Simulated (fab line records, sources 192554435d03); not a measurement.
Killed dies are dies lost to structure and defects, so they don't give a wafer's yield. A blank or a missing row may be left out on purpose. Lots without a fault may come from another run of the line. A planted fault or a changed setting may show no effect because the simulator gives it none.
Tool commonality check | flow n5_finfet | 10 lots, 30 wafers sampled

WHY IT WAS OPENED
At N5_BEOL_M5_INSPECT_30 the reading raw_defect_count is flagged on 2 of 10 lots. Wafers without a fault read 382, standard deviation 83.
Rule: a lot is flagged when every wafer of it that has a number lies more than 4 standard deviations from that mean, or none has a number. The other lots count as sound.

lot  | measured     | on                | raw_defect_count, wafer by wafer | flag
L641 | day 7 20:14  | defect_inspect-02 | 381 365 270                      |
L642 | day 8 03:49  | defect_inspect-01 | 534 370 528                      |
L643 | day 8 13:50  | defect_inspect-01 | 301 375 279                      |
L647 | day 9 00:04  | defect_inspect-01 | 290 388 636                      |
L651 | day 10 17:11 | defect_inspect-01 | 808 817 1057                     | FLAGGED
L653 | day 10 23:39 | defect_inspect-01 | 937 921 984                      | FLAGGED
L657 | day 12 01:20 | defect_inspect-02 | 358 386 397                      |
L659 | day 12 19:48 | defect_inspect-02 | 353 352 363                      |
L663 | day 13 18:29 | defect_inspect-02 | 448 335 357                      |
L664 | day 13 21:48 | defect_inspect-02 | 338 467 303                      |
The numbers of the flagged lots are 921 on average: +539 against the usual, or +6 standard deviations.

WHICH TOOL RAN EACH LOT
The record holds 2 process steps before the reading, out of a route of 1938 steps. In each cell: the tool, then ch and the chambers that the sampled wafers went through, then the start.
lot  | flag    | N5_BEOL_M5_ETCH_62                 | N5_BEOL_M5_HM_OPEN_17
L641 |         | rie_diel-03 ch 1,3, day 7 19:02    | rie_metal-02 ch 0,1, day 7 19:13
L642 |         | rie_diel-03 ch 0,2,3, day 8 02:59  | rie_metal-02 ch 0,1, day 8 03:10
L643 |         | rie_diel-02 ch 0,3, day 8 12:49    | rie_metal-02 ch 0,1, day 8 12:59
L647 |         | rie_diel-03 ch 1,2,3, day 8 22:11  | rie_metal-02 ch 1, day 8 22:21
L651 | FLAGGED | rie_diel-03 ch 0,2,3, day 10 16:02 | rie_metal-02 ch 0,1, day 10 16:12
L653 | FLAGGED | rie_diel-03 ch 1,2,3, day 10 22:52 | rie_metal-02 ch 0,1, day 10 23:02
L657 |         | rie_diel-03 ch 0,2,3, day 11 23:38 | rie_metal-03 ch 0,1, day 11 23:49
L659 |         | rie_diel-06 ch 0,1,3, day 12 18:53 | rie_metal-03 ch 0,1, day 12 19:04
L663 |         | rie_diel-06 ch 0,2, day 13 17:35   | rie_metal-03 ch 0,1, day 13 17:47
L664 |         | rie_diel-06 ch 0,1,2, day 13 19:53 | rie_metal-01 ch 0,1, day 13 20:03
What these steps do:
- N5_BEOL_M5_ETCH_62: etches SOC in N2/H2, target depth 75 nm, overetch 15 nm, time 112.5 s.
- N5_BEOL_M5_HM_OPEN_17: chemistry Cl2/BCl3, target TiN, target depth 20 nm, overetch 6 nm.
- N5_BEOL_M5_INSPECT_30: inspects for defects (brightfield).

FLAGGED OVER TOTAL, TOOL BY TOOL (the gauges that took the reading come last)
step                  | tool              | lots run | flagged | share of the flagged lots | sound lots run after its first flagged lot
N5_BEOL_M5_ETCH_62    | rie_diel-02       | 1        | 0       | none                      | -
N5_BEOL_M5_ETCH_62    | rie_diel-03       | 6        | 2       | all                       | 1 (L657)
N5_BEOL_M5_ETCH_62    | rie_diel-06       | 3        | 0       | none                      | -
N5_BEOL_M5_HM_OPEN_17 | rie_metal-01      | 1        | 0       | none                      | -
N5_BEOL_M5_HM_OPEN_17 | rie_metal-02      | 6        | 2       | all                       | 0
N5_BEOL_M5_HM_OPEN_17 | rie_metal-03      | 3        | 0       | none                      | -
N5_BEOL_M5_INSPECT_30 | defect_inspect-01 | 5        | 2       | all                       | 0
N5_BEOL_M5_INSPECT_30 | defect_inspect-02 | 5        | 0       | none                      | -

WHAT THE TABLE ALLOWS
3 rows of the table ran every flagged lot: rie_diel-03 at N5_BEOL_M5_ETCH_62, rie_metal-02 at N5_BEOL_M5_HM_OPEN_17, defect_inspect-01 at N5_BEOL_M5_INSPECT_30.
- rie_diel-03 at N5_BEOL_M5_ETCH_62: 2 of its 6 lots flagged. Sound lots ran on it after the first flagged one (L657), which a lasting fault on the whole tool wouldn't allow.
- rie_metal-02 at N5_BEOL_M5_HM_OPEN_17: 2 of its 6 lots flagged. Its last sound lot is L647 (day 8 22:21), its first flagged lot L651 (day 10 16:12): a fault that began between those two fits.
- defect_inspect-01 at N5_BEOL_M5_INSPECT_30: 2 of its 5 lots flagged. Its last sound lot is L647 (day 9 00:04), its first flagged lot L651 (day 10 17:11): a fault that began between those two fits.
Counting lots can't tell these 2 tools apart, because each fits a fault that began at some hour. More lots, or a look at what each step does to the wafer, might.

WHAT THE SIMULATOR HAD PUT IN
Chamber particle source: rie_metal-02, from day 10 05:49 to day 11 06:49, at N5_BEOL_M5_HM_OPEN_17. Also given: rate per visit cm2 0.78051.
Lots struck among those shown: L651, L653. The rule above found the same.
